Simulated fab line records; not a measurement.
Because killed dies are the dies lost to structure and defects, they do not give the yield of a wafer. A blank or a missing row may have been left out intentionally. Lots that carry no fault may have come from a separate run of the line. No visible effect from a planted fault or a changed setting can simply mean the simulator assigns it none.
fab line records    flow n5_finfet
[record] lots = 7  wafers = 21
route steps=1938 shown BEOL_M14@1744 BEOL_M15@1820 MIM_BOT_ETCH@1866 PASS1_CAP@1873 TV_LITHO@1875 TV_OPEN@1887 PASSIVATION@1929
start_h: hours from the record's first day to the start of the lot's first wafer shown    wait_h: hours elapsed since this lot's preceding step    " unchanged from the row above    L1.1+2: one row covering several wafers at once    - no value present, or no start provided    * or withheld: withheld    < > ~ a bound
route shown NAME@n: a module of which the file shows steps, and the number in the route of the first    usual: average and standard deviation across the fault-free wafers    same: alike in all rows    chamber/n: place in a boat    sites: readings site by site    _std_site: standard deviation of those values    _edge_site: inner sites' mean taken away from outer sites' mean    radius_mm: for every site, how far away it sits from the centre of the wafer    mask NAME#n: copy n    behind: the most recent tool/chamber to have shaped the wafer    hold: the reason the lot was held/the length of the hold in hours/how it ended    device: which transistor (n, p or np) failed to switch    end of line: at the end of the route, the tests of the same wafers    where a step has no rows: the recipe by itself    killed: count of dies lost to structure and defects at first sort (not the wafer's yield)    map: the dies of a wafer, with x for killed, . for not killed, _ for no die there
set.NAME: the setting as run; set.NAME@STEP: as run at that earlier step    model.NAME: the simulator's own value behind a step, which no gauge read
lots where settings were altered on purpose, with a table for each step and a row for each wafer
[[steps]]
[step N5_BEOL_M14_DEVELOP_27]
[recipe] develop_time_s = 45  rinse_liquid = diw  dry = air_spin  dev_temp_c = 21
lot.wafer   tool            chamber  start_h  wait_h  set.develop_time_s
L078.2+3+5  litho_track-02  0        -        -       45
L085.1+5    litho_track-04  0        -        -       35.06
L085.4      "               0        "        "       45
L086.1+5    litho_track-04  0        -        -       45
L086.6      "               0        "        "       42.08
L092.1+4+6  litho_track-04  0        -        -       45
L093.2+4+6  litho_track-04  0        -        -       45
L094.2+6    litho_track-02  0        -        -       45
L094.3      "               0        "        "       38.3
L096.1+2+3  litho_track-02  0        -        -       45
[step N5_BEOL_M14_HARDBAKE_32]
[recipe] temp_c = 130  time_s = 120
[step N5_BEOL_M14_CD_MEAS_28]
[recipe] target_cd_nm = 284.4  landing_energy_ev = 500  detector = se_inlens
[usual] cd_nm = 285.0/1.6
lot.wafer  tool       chamber  start_h  wait_h  set.dose_mj@BEOL_M14_EXPOSE_25  cd_nm
L078.2     cd_sem-01  0        281.27   -       26.6                            284.6
L078.3     "          0        "        "       26.6                            285.4
L078.5     "          0        "        "       26.6                            284.9
L085.1     cd_sem-02  0        306.30   -       25.68                           278.9
L085.4     "          0        "        "       26.6                            288.9
L085.5     "          0        "        "       25.68                           277.0
L086.1     cd_sem-03  0        316.29   -       26.6                            284.7
L086.5     "          0        "        "       26.6                            284.2
L086.6     "          0        "        "       26.6                            285.1
L092.1     cd_sem-03  0        343.83   -       28.44                           298.4
L092.4     "          0        "        "       26.6                            286.4
L092.6     "          0        "        "       28.44                           297.7
L093.2     cd_sem-02  0        352.50   -       26.6                            287.9
L093.4     "          0        "        "       25.98                           284.6
L093.6     "          0        "        "       26.6                            288.4
L094.2     cd_sem-01  0        362.77   -       26.6                            285.1
L094.3     "          0        "        "       26.6                            282.9
L094.6     "          0        "        "       26.03                           279.9
L096.1     cd_sem-01  0        380.53   -       26.6                            286.6
L096.2     "          0        "        "       26.6                            286.0
L096.3     "          0        "        "       26.6                            286.5
[step N5_BEOL_M14_DESCUM_33]
[recipe] chemistry = O2  time_s = 7.9  source_power_w = 50  bias_power_w = 20  pressure_mtorr = 20  rf_frequency_hz = 2.712e+07  temp_c = 40  o2_flow_sccm = 225
lot.wafer  tool         chamber  start_h  wait_h  set.dose_mj@BEOL_M14_EXPOSE_25  model.BEOL_M14.cd_nm
L078.2     rie_diel-06  3        281.57   0.2     26.6                            284.6
L078.3     "            1        "        "       26.6                            285.6
L078.5     "            1        "        "       26.6                            285
L085.1     rie_diel-06  3        306.44   0.1     25.68                           279
L085.4     "            0        "        "       26.6                            289
L085.5     "            2        "        "       25.68                           277
L086.1     rie_diel-05  3        316.41   0.1     26.6                            284.6
L086.5     "            1        "        "       26.6                            284.2
L086.6     "            0        "        "       26.6                            285
L092.1     rie_diel-03  2        343.92   0.0     28.44                           298
L092.4     "            1        "        "       26.6                            286.6
L092.6     "            1        "        "       28.44                           297.8
L093.2     rie_diel-06  3        352.58   0.0     26.6                            287.8
L093.4     "            1        "        "       25.98                           284.2
L093.6     "            3        "        "       26.6                            288.2
L094.2     rie_diel-03  2        363.16   0.3     26.6                            285.2
L094.3     "            3        "        "       26.6                            282.4
L094.6     "            3        "        "       26.03                           280.2
L096.1     rie_diel-03  1        380.64   0.1     26.6                            287
L096.2     "            0        "        "       26.6                            286
L096.3     "            3        "        "       26.6                            286.4
[step N5_BEOL_M14_ETCH_67]
[recipe] chemistry = CF4  target = SiARC  target_depth_a = 1430  time_s = 238.3  ion_energy_ev = 80  pressure_mtorr = 40  source_w = 545  bias_w = 36  Ar_flow_sccm = 100  cf4_flow_sccm = 100  ends = cleared
[step N5_BEOL_M14_ETCH_68]
[recipe] chemistry = N2/H2  target = SOC  mask_material = SiARC  source_w = 3000  bias_w = 350  temp_c = 40  time_s = 450  ion_energy_ev = 200  pressure_mtorr = 30  n2_flow_sccm = 200  h2_flow_sccm = 200
lot.wafer  tool         chamber  start_h  wait_h  set.dose_mj@BEOL_M14_EXPOSE_25  model.BEOL_M14.cd_nm
L078.2     rie_diel-06  3        281.75   0.1     26.6                            280.8
L078.3     "            1        "        "       26.6                            281.4
L078.5     "            1        "        "       26.6                            279.2
L085.1     rie_diel-06  3        306.62   0.1     25.68                           272.6
L085.4     "            0        "        "       26.6                            283.2
L085.5     "            2        "        "       25.68                           270.6
L086.1     rie_diel-05  3        316.59   0.1     26.6                            280
L086.5     "            1        "        "       26.6                            278.6
L086.6     "            0        "        "       26.6                            278
L092.1     rie_diel-03  2        344.10   0.1     28.44                           292.2
L092.4     "            1        "        "       26.6                            279.4
L092.6     "            1        "        "       28.44                           290.8
L093.2     rie_diel-06  3        352.76   0.1     26.6                            282.2
L093.4     "            1        "        "       25.98                           280
L093.6     "            3        "        "       26.6                            282.6
L094.2     rie_diel-03  2        363.34   0.1     26.6                            279
L094.3     "            3        "        "       26.6                            279.6
L094.6     "            3        "        "       26.03                           275.8
L096.1+3   rie_diel-03  1,3      380.82   0.1     26.6                            284
L096.2     "            0        "        "       26.6                            281.8
[step N5_BEOL_M15_SPUTTER_44]
[recipe] material = Ta  target_thk_a = 150  temp_c = 50  bias_v = 80  power_w = 15000  chamber_pressure_pa = 0.07  time_s = 24.19
lot.wafer  tool            chamber  start_h  wait_h  set.power_w  model.Ta_of_BEOL_M15_SPUTTER_44.thk_nm
L078.2     pvd_sputter-02  -        290.19   0.0     16130        15.6
L078.3     "               -        "        "       16130        15.8
L078.5     "               -        "        "       15000        14.8
L085.1+4   pvd_sputter-01  -        313.49   0.0     13360        13.4
L085.5     "               -        "        "       15000        15.4
L086.1+5   pvd_sputter-02  -        326.61   0.0     13130        13.2
L086.6     "               -        "        "       15000        15.2
L092.1     pvd_sputter-01  -        358.57   0.0     15000        15
L092.4     "               -        "        "       17190        17.2
L092.6     "               -        "        "       17190        17
L093.2     pvd_sputter-02  -        365.05   0.0     12390        12.6
L093.4     "               -        "        "       15000        15.2
L093.6     "               -        "        "       12390        12.4
L094.2+3   pvd_sputter-02  -        371.10   0.0     15000        14.8
L094.6     "               -        "        "       12770        12.8
L096.1+3   pvd_sputter-02  -        388.79   0.0     15000        15
L096.2     "               -        "        "       15000        14.8
[step N5_MIM_BOT_ETCH_ETCH_04]
[recipe] chemistry = CF4/O2  target = SiNx  target_depth_a = 260  time_s = 13  ion_energy_ev = 100  pressure_mtorr = 40  source_w = 535  bias_w = 49  Ar_flow_sccm = 100  cf4_flow_sccm = 100  O2_flow_sccm = 10
[usual] rf_vpp_V = 242/4.7
lot.wafer  tool         chamber  start_h  wait_h  set.source_w  rf_vpp_V  model.etch.depth_nm
L078.2     rie_diel-06  2        296.75   0.0     535           237       25.59
L078.3     "            0        "        "       481.5         262       23.42
L078.5     "            3        "        "       481.5         254       23.62
L085.1     rie_diel-06  2        318.94   0.0     535           237       25.27
L085.4     "            0        "        "       493           258       23.74
L085.5     "            0        "        "       535           246       25.34
L086.1     rie_diel-06  2        333.11   0.0     625           219       29.19
L086.5     "            1        "        "       535           239       26.32
L086.6     "            2        "        "       625           218       29.29
L092.1     rie_diel-05  3        365.54   0.0     565.7         238       27.94
L092.4     "            0        "        "       565.7         226       27.67
L092.6     "            3        "        "       535           244       26.71
L093.2     rie_diel-05  0        372.51   0.0     509.9         238       25.31
L093.4     "            3        "        "       509.9         251       25.53
L093.6     "            2        "        "       509.9         253       24.66
L094.2     rie_diel-06  1        377.62   0.0     630.4         221       30.5
L094.3     "            0        "        "       535           246       25.31
L094.6     "            3        "        "       535           245       26.41
L096.1     rie_diel-06  1        395.98   0.0     535           238       26.19
L096.2     "            3        "        "       535           243       26.33
L096.3     "            0        "        "       535           248       25.38
[step N5_PASSIVATION_PECVD_55]
[recipe] material = SiO2  target_thk_a = 4000  temp_c = 400  precursor = SiH4/N2O  pressure_torr = 2.7  rf_w = 608  time_s = 22.5
lot.wafer  tool      chamber  start_h  wait_h  set.time_s  model.SiO2_of_PASSIVATION_PECVD_55.thk_nm
L078.2     pecvd-02  1        297.63   0.0     22.5        401.4
L078.3     "         2        "        "       25.84       456.6
L078.5     "         2        "        "       22.5        401.8
L085.1     pecvd-01  1        319.93   0.0     22.5        397
L085.4     "         2        "        "       22.5        406.8
L085.5     "         2        "        "       25.35       457
L086.1     pecvd-01  1        333.93   0.0     22.5        395.2
L086.5     "         2        "        "       22.5        405.4
L086.6     "         0        "        "       20.8        366.2
L092.1     pecvd-04  1        366.36   0.0     22.5        398.4
L092.4     "         1        "        "       23.98       429
L092.6     "         2        "        "       23.98       430.6
L093.2     pecvd-01  0        373.44   0.0     22.5        393.6
L093.4     "         0        "        "       20.75       362.8
L093.6     "         1        "        "       20.75       377.2
L094.2     pecvd-01  2        378.44   0.0     22.5        397.6
L094.3     "         0        "        "       25.39       438.2
L094.6     "         2        "        "       25.39       459.2
L096.1     pecvd-04  1        396.84   0.0     22.5        392.2
L096.2     "         2        "        "       22.5        391.2
L096.3     "         0        "        "       22.5        395.4
[step N5_PASSIVATION_PECVD_01]
[recipe] material = SiNx  target_thk_a = 2000  temp_c = 400  precursor = SiH4/NH3/N2  pressure_torr = 4.9  rf_w = 1406  time_s = 43.2
[step N5_PASSIVATION_HMDS_03]
[recipe] time_s = 60  temp_c = 120
[step N5_PASSIVATION_DESCUM_12]
[recipe] chemistry = O2  time_s = 7.9  source_power_w = 50  bias_power_w = 20  pressure_mtorr = 20  rf_frequency_hz = 2.712e+07  temp_c = 40  o2_flow_sccm = 225
[step N5_PASSIVATION_PASS_ETCH_74]
[recipe] chemistry = CF4/O2  target = SiNx  target_depth_a = 2200  time_s = 110  ion_energy_ev = 100  pressure_mtorr = 40  source_w = 535  bias_w = 49  Ar_flow_sccm = 100  cf4_flow_sccm = 100  O2_flow_sccm = 10
[step N5_PASSIVATION_VIA_ETCH_13]
[recipe] chemistry = CHF3/O2  target = SiO2  target_depth_a = 6600  CHF3_flow_sccm = 50  O2_flow_sccm = 5  Ar_flow_sccm = 200  time_s = 330  mask_material = PR  pressure_mtorr = 30  source_w = 650  bias_w = 170  ion_energy_ev = 200  ends = cleared
[usual] etch_rf_on_time_s = 233/5.7
lot.wafer  tool         chamber  start_h  wait_h  set.time_s@PASSIVATION_PECVD_55  etch_rf_on_time_s
L078.2     rie_diel-02  1        301.20   0.0     22.5                             237
L078.3     "            2        "        "       25.84                            278
L078.5     "            2        "        "       22.5                             244
L085.1     rie_diel-04  1        320.91   0.0     22.5                             232
L085.4     "            1        "        "       22.5                             237
L085.5     "            2        "        "       25.35                            265
L086.1     rie_diel-01  2        336.95   0.0     22.5                             238
L086.5     "            1        "        "       22.5                             231
L086.6     "            2        "        "       20.8                             222
L092.1     rie_diel-01  0        367.49   0.0     22.5                             233
L092.4     "            1        "        "       23.98                            243
L092.6     "            0        "        "       23.98                            250
L093.2     rie_diel-01  1        375.96   0.0     22.5                             223
L093.4     "            1        "        "       20.75                            205
L093.6     "            2        "        "       20.75                            227
L094.2     rie_diel-04  3        379.53   0.0     22.5                             230
L094.3     "            2        "        "       25.39                            254
L094.6     "            0        "        "       25.39                            267
L096.1     rie_diel-04  2        397.68   0.0     22.5                             229
L096.2     "            3        "        "       22.5                             227
L096.3     "            1        "        "       22.5                             230
[step N5_PASSIVATION_PASS_ETCH_47]
[recipe] chemistry = CF4/O2  target = SiNx  target_depth_a = 7700  time_s = 385  ion_energy_ev = 100  pressure_mtorr = 40  source_w = 535  bias_w = 49  Ar_flow_sccm = 100  cf4_flow_sccm = 100  O2_flow_sccm = 10
lot.wafer  tool         chamber  start_h  wait_h  set.time_s  model.etch.depth_nm
L078.2+5   rie_diel-06  2,0      304.72   0.0     385         751.4
L078.3     "            3        "        "       385         764.2
L085.1     rie_diel-06  3        325.06   0.0     385         768.4
L085.4     "            1        "        "       385         774.3
L085.5     "            0        "        "       385         754.5
L086.1     rie_diel-06  1        340.01   0.0     385         777.3
L086.5     "            0        "        "       385         746.9
L086.6     "            3        "        "       385         782.4
L092.1     rie_diel-06  1        370.42   0.0     385         773.6
L092.4     "            3        "        "       429.7       872.2
L092.6     "            0        "        "       385         748.6
L093.2     rie_diel-05  1        379.59   0.0     385         777.5
L093.4     "            1        "        "       299.4       611.9
L093.6     "            3        "        "       299.4       618.2
L094.2     rie_diel-05  3        382.90   0.0     385         798.3
L094.3     "            0        "        "       385         785.3
L094.6     "            0        "        "       385         785.4
L096.1     rie_diel-03  1        401.98   0.0     385         793.1
L096.2     "            0        "        "       385         789.4
L096.3     "            2        "        "       385         791.4
[[key]]
[split] step = N5_BEOL_M14_DEVELOP_27  setting = develop_time_s  stated = 45  by = wafer
response none clear
[split] step = N5_BEOL_M15_SPUTTER_44  setting = power_w  stated = 15000  by = wafer
[response] step = N5_BEOL_M15_SPUTTER_44  reading = model.Ta_of_BEOL_M15_SPUTTER_44.thk_nm  change = +0.151  per = 1%  r = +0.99
[split] step = N5_MIM_BOT_ETCH_ETCH_04  setting = source_w  stated = 535  by = wafer
[response] step = N5_MIM_BOT_ETCH_ETCH_04  reading = rf_vpp_V  change = -1.49  per = 1%  r = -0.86
[response] step = N5_MIM_BOT_ETCH_ETCH_04  reading = model.etch.depth_nm  change = +0.215  per = 1%  r = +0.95
[split] step = N5_PASSIVATION_PECVD_55  setting = time_s  stated = 22.5  by = wafer
[response] step = N5_PASSIVATION_PECVD_55  reading = model.SiO2_of_PASSIVATION_PECVD_55.thk_nm  change = +3.99  per = 1%  r = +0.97
[response] step = N5_PASSIVATION_VIA_ETCH_13  reading = etch_rf_on_time_s  change = *  per = 1%  r = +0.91
[split] step = N5_PASSIVATION_PASS_ETCH_47  setting = time_s  stated = 385  by = wafer
[response] step = N5_PASSIVATION_PASS_ETCH_47  reading = model.etch.depth_nm  change = +7.79  per = 1%  r = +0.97
split outside_this_file step=N5_BEOL_M14_EXPOSE_25 setting=dose_mj
// split outside_this_file: this setting was split too, and the file shows its column; the key of that split is in another file
